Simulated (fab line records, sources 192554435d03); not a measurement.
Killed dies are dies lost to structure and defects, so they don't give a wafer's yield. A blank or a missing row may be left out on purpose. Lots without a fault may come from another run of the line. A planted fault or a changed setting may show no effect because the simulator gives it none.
Which tool did it? | flow n5_finfet | 13 lots, 36 wafers sampled, at 3 steps of a route of 1938

WHAT THE GAUGES READ, wafer by wafer
The record holds no reading of a measuring or inspecting step that can be judged against a usual standard deviation.

WHICH TOOL RAN EACH LOT (tool, then ch and the chambers of the sampled wafers, then the start)
lot  | N5_BEOL_M4_VIA_ETCH_34             | N5_PASSIVATION_PASS_ETCH_74        | N5_PASSIVATION_PROBE_49
L991 | rie_diel-03 ch 0,3, day 7 16:35    | rie_diel-05 ch 1,2, day 12 11:47   | -
L992 | rie_diel-03 ch 2,3, day 7 19:31    | rie_diel-04 ch 0,2, day 12 02:07   | -
L993 | rie_diel-06 ch 0,3, day 7 23:32    | rie_diel-04 ch 1,3, day 12 11:16   | -
L994 | rie_diel-03 ch 0,3, day 8 20:44    | rie_diel-01 ch 2,3, day 13 04:50   | -
L995 | rie_diel-02 ch 2,3, day 9 03:36    | rie_diel-01 ch 2,3, day 13 05:19   | -
L996 | rie_diel-02 ch 0,3, day 9 06:30    | rie_diel-04 ch 0,1,2, day 13 11:16 | -
L997 | rie_diel-06 ch 1,3, day 9 06:54    | rie_diel-01 ch 0,2, day 13 06:56   | -
L999 | rie_diel-03 ch 0,3, day 10 02:05   | rie_diel-04 ch 1,3, day 14 07:22   | -
L103 | rie_diel-06 ch 0,2, day 10 18:10   | rie_diel-05 ch 1,2,3, day 15 05:26 | prober-02, day 15 13:22
L105 | rie_diel-06 ch 2,3, day 11 00:55   | rie_diel-04 ch 0,1,2, day 15 10:34 | -
L108 | rie_diel-06 ch 0,1,3, day 12 07:56 | rie_diel-04 ch 0,1,2, day 16 07:40 | -
L112 | rie_diel-06 ch 0,3, day 13 08:09   | rie_diel-04 ch 0,3, day 17 12:20   | prober-02, day 17 19:10
L114 | rie_diel-02 ch 0,2,3, day 13 15:58 | rie_diel-04 ch 0,1,2, day 18 02:32 | -
- N5_BEOL_M4_VIA_ETCH_34: etches the open film in C4F6/O2, target depth 69.4 nm, time 65.9 s.
- N5_PASSIVATION_PASS_ETCH_74: etches SiNx in CF4/O2, target depth 220 nm, time 110 s.
- N5_PASSIVATION_PROBE_49

WHAT THE TOOLS THEMSELVES READ (means of the sampled wafers that have a number; where no wafer has one, the mark that the record gives instead)
N5_BEOL_M4_VIA_ETCH_34. Usual: drypump_motor_current_A 5.7 A, standard deviation 0.44; oes_ar_750_au 0.83 a.u., standard deviation 0.054; oes_product_au 0.84 a.u., standard deviation 0.057; rf_vpp_V 666 V, standard deviation 14; showerhead_plenum_p_Torr 2.88 Torr, standard deviation 0.081; throttle_valve_pct 30.7 %, standard deviation 0.36.
lot  | tool        | drypump_motor_current_A (A) | oes_ar_750_au (a.u.) | oes_product_au (a.u.) | rf_vpp_V (V) | showerhead_plenum_p_Torr (Torr) | throttle_valve_pct (%) | flag
L991 | rie_diel-03 | 5.9                         | 0.83                 | 0.84                  | 678          | 2.88                            | 30.9                   |
L992 | rie_diel-03 | 5.5                         | 0.89                 | 0.88                  | 666          | 2.96                            | 30.8                   |
L993 | rie_diel-06 | 5.9                         | 0.83                 | 0.85                  | 675          | 3.00                            | 30.4                   |
L994 | rie_diel-03 | 5.8                         | 0.82                 | 0.84                  | 684          | 2.88                            | 30.9                   |
L995 | rie_diel-02 | 5.4                         | 0.73                 | 0.72                  | 665          | 2.83                            | 30.8                   |
L996 | rie_diel-02 | 5.4                         | 0.84                 | 0.85                  | 659          | 2.85                            | 30.8                   |
L997 | rie_diel-06 | 6.0                         | 0.81                 | 0.80                  | 664          | 2.82                            | 30.6                   |
L999 | rie_diel-03 | 5.9                         | 0.81                 | 0.81                  | 678          | 2.88                            | 31.1                   |
L103 | rie_diel-06 | 5.4                         | 0.83                 | 0.84                  | 671          | 2.92                            | 30.3                   |
L105 | rie_diel-06 | 5.6                         | 0.82                 | 0.84                  | 668          | 2.95                            | 30.4                   |
L108 | rie_diel-06 | 6.0                         | 0.79                 | 0.80                  | 670          | 2.89                            | 30.5                   |
L112 | rie_diel-06 | 5.9                         | 0.80                 | 0.81                  | 673          | 2.98                            | 30.5                   |
L114 | rie_diel-02 | 5.6                         | 0.84                 | 0.85                  | 662          | 2.81                            | 30.8                   |

N5_PASSIVATION_PASS_ETCH_74. Usual: drypump_motor_current_A 5.9 A, standard deviation 0.53; oes_ar_750_au 0.79 a.u., standard deviation 0.075; oes_product_au 0.78 a.u., standard deviation 0.083; rf_vpp_V 240 V, standard deviation 7; showerhead_plenum_p_Torr 2.20 Torr, standard deviation 0.061; throttle_valve_pct 16.03 %, standard deviation 0.29.
lot  | tool        | drypump_motor_current_A (A) | oes_ar_750_au (a.u.) | oes_product_au (a.u.) | rf_vpp_V (V) | showerhead_plenum_p_Torr (Torr) | throttle_valve_pct (%) | flag
L991 | rie_diel-05 | 5.5                         | 0.71                 | 0.72                  | 238          | 2.15                            | 16.07                  |
L992 | rie_diel-04 | 6.5                         | 0.82                 | 0.81                  | 240          | 2.16                            | 16.18                  |
L993 | rie_diel-04 | 5.5                         | 0.84                 | 0.83                  | 236          | 2.23                            | 15.75                  |
L994 | rie_diel-01 | 5.2                         | 0.85                 | 0.83                  | 242          | 2.20                            | 16.04                  |
L995 | rie_diel-01 | 5.3                         | 0.85                 | 0.85                  | 244          | 2.17                            | 15.95                  |
L996 | rie_diel-04 | 6.2                         | 0.81                 | 0.80                  | 238          | 2.19                            | 16.06                  |
L997 | rie_diel-01 | 6.3                         | 0.83                 | 0.83                  | 247          | 2.25                            | 15.89                  |
L999 | rie_diel-04 | 5.5                         | 0.81                 | 0.82                  | 237          | 2.23                            | 15.79                  |
L103 | rie_diel-05 | 5.8                         | 0.73                 | 0.72                  | 237          | 2.17                            | 16.23                  |
L105 | rie_diel-04 | 6.2                         | 0.79                 | 0.78                  | 238          | 2.19                            | 16.09                  |
L108 | rie_diel-04 | 6.2                         | 0.78                 | 0.77                  | 238          | 2.18                            | 16.10                  |
L112 | rie_diel-04 | 6.1                         | 0.86                 | 0.87                  | 247          | 2.24                            | 15.75                  |
L114 | rie_diel-04 | 6.2                         | 0.77                 | 0.75                  | 238          | 2.18                            | 16.13                  |

N5_PASSIVATION_PROBE_49. Usual: defect_limited_yield 91.2 %, standard deviation 1.5; killed_at_M0_to_M3 36, standard deviation 10; killed_at_M4_up 13, standard deviation 6; killed_at_contacts 11, standard deviation 5.2; killed_at_front_end 40, standard deviation 11; killed_at_other 3.1, standard deviation 2.9; killed_dies 104, standard deviation 17; killed_open 66, standard deviation 12; killed_short 34, standard deviation 7.7; sort_bin_5_function 5.1 %, standard deviation 0.91; sort_bin_6_memory 3.2 %, standard deviation 0.67; sort_n_pass 1076, standard deviation 17; sort_yield_pct 91.2 %, standard deviation 1.5.
lot  | tool      | defect_limited_yield (%) | killed_at_M0_to_M3 | killed_at_M4_up | killed_at_contacts | killed_at_front_end | killed_at_other | killed_dies | killed_open | killed_short | sort_bin_5_function (%) | sort_bin_6_memory (%) | sort_n_pass | sort_yield_pct (%) | flag
L103 | prober-02 | 90.4                     | 40                 | 15              | 9                  | 44                  | 4.3             | 113         | 69          | 40           | 5.9                     | 3.3                   | 1067        | 90.4               |
L112 | prober-02 | 89.4                     | 30                 | 52              | 7                  | 36                  | 0.0             | 125         | 64          | 26           | 6.5                     | 3.3                   | 1055        | 89.4               | OFF

THE ANSWER, worked out from the rows above alone
Rule: a lot is off if the mean of its wafers that have a number lies more than 3 standard deviations from the usual mean. A lot without any number at a reading at which 4 lots or more have one is off too. The other lots that the step has rows for count as sound. The gauges are gone through in route order, then the tools' own readings, and for those a lot's mean is taken as printed above. The first step at which some lot is off is used, and at that step the reading that is off furthest; a lot without a number counts as furthest.
Off: L112, at N5_PASSIVATION_PROBE_49 (killed_at_M4_up). Neither off nor sound, because the step has no rows for them: L991, L992, L993, L994, L995, L996, L997, L999, L105, L108, L114.
A tool fits if, at that step or a process step before it, it ran every lot that is off, and no sound lot after the first of them. Can't be told from this: 3 tools fit, rie_diel-06 at N5_BEOL_M4_VIA_ETCH_34, rie_diel-04 at N5_PASSIVATION_PASS_ETCH_74, prober-02 at N5_PASSIVATION_PROBE_49.

WHAT THE SIMULATOR HAD PUT IN
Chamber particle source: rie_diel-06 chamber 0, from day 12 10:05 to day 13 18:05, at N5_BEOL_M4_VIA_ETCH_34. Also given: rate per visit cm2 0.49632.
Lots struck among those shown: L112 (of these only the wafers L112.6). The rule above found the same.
